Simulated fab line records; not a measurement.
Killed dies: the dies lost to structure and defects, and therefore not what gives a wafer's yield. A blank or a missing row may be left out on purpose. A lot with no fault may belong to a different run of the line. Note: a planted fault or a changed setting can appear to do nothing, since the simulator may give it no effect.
Struck lot and sound lot, side by side	flow n5-finfet	15 steps out of a route of 1938
Sound: wafers L959.2, L959.4, L959.6. Struck: wafer L956.5; the same lot's L956.2 was not struck, so it is left out; see the end for the cause.
Each step with rows lists, per side, the tool, then ch with its chambers, then its first start. Under that, the readings that differ: sound wafers	struck wafers	difference of the means	sigmas: that difference in standard deviations of wafers without a fault.
alike: readings with means less than 2 such deviations apart, plus words and numbers identical on both sides. not compared: withheld readings, readings lacking a value on some wafer, bounds such as >300 that could conceal the same value, and numbers that have no deviation in the record and whose values overlap.
The two part at a step that has a row with sigmas, a row that says differs or no value, or rows on one side only. Non-overlapping numbers with no deviation appear without sigmas and do not part them. A reading missing from all wafers of one side parts the sides only when that side holds two or more wafers.

first, 3 steps without rows for these wafers: N5_BEOL_M4_SPUTTER_90 (material Cu, target thk 4.5 nm, time 8.29 s); N5_BEOL_M4_ANNEAL_91 (time 240 s); N5_BEOL_M4_SPUTTER_92 (material Cu, target thk 4.5 nm, time 8.29 s).
N5_BEOL_M4_ANNEAL_93: time 240 s.
  sound on pvd-sputter-02, day 13 13:28; struck on pvd-sputter-02, day 11 19:47
  alike: heater-power-w
then, 2 steps without rows for these wafers: N5_BEOL_M4_SPUTTER_94 (material Cu, target thk 4.5 nm, time 8.29 s); N5_BEOL_M4_ANNEAL_95 (time 240 s).
N5_BEOL_M4_SPUTTER_96: material Cu, target thk 4.5 nm, time 8.29 s.
  sound on pvd-sputter-02, day 13 13:51; struck on pvd-sputter-02, day 11 20:09
  alike: throttle-valve-pct
then, 1 step without rows for these wafers: N5_BEOL_M4_ECD_50 (material Cu, target thk 300 nm).
N5_BEOL_M4_ANNEAL_51: time 90 s.
  sound on rtp-anneal-01 ch 0, day 13 14:06; struck on rtp-anneal-01 ch 0, day 11 20:23
  alike: wafer_temp_C_max
N5_BEOL_M4_CMP_52: polishes, stops on SiOC, t overpolish 6.8 s, target thk 40 nm.
  sound on cmp-03 ch 0,3, day 13 14:21; struck on cmp-03 ch 3, day 11 20:38
  alike: barrier-field-endpoint-s, edge-zone-pressure-frac, motor-current-A, overpolish-run-s, time-to-endpoint-s
N5_BEOL_M4_THK_MEAS_53: measures by xrf.
  sound on film-metro-01, day 13 14:39; struck on film-metro-01, day 11 20:56
  alike: M4_THK
N5_BEOL_M4_PRE_CLEAN_60: time 15 s.
  sound on cvd-co-02 ch 0,2, day 13 14:41; struck on cvd-co-01 ch 0, day 11 20:58
reading	sound	struck	difference	sigmas
heater-power-w (W)	78 77 72	96	+20	+3
N5_BEOL_M4_CO_CAP_55: material Co, precursor CCTBA/H2, target thk 2 nm, time 102.1 s.
  sound on cvd-co-02 ch 0,2, day 13 14:43; struck on cvd-co-01 ch 0, day 11 21:01
reading	sound	struck	difference	sigmas
run-length-s (s)	126.2 125.2 124.5	168.4	+43.1	+99 or more
model.Co_of_BEOL_M4_CO_CAP_55.thk-nm (nm)	2 2 2	2.8	+0.8	
  alike: heater-power-w
then, 1 step without rows for these wafers: N5_BEOL_M4_PRE_CLEAN_56 (time 15 s).
N5_BEOL_M4_RC_MEAS_101:
  sound on prober-02 ch 0, day 13 15:07; struck on prober-01 ch 0, day 11 21:25
reading	sound	struck	difference	sigmas
SS_P (mV/dec)	72.7 71.8 73.0	75.0	+2.5	+4
  alike: DIBL_N, DIBL_P, IOFF_N, IOFF_P, ION_N, ION_P, SS_N, VT_N, VT_P

WHERE THEY PART
Last at N5_BEOL_M4_RC_MEAS_101 as far as this record goes, first at N5_BEOL_M4_PRE_CLEAN_60.

WHY: what the simulator had put in
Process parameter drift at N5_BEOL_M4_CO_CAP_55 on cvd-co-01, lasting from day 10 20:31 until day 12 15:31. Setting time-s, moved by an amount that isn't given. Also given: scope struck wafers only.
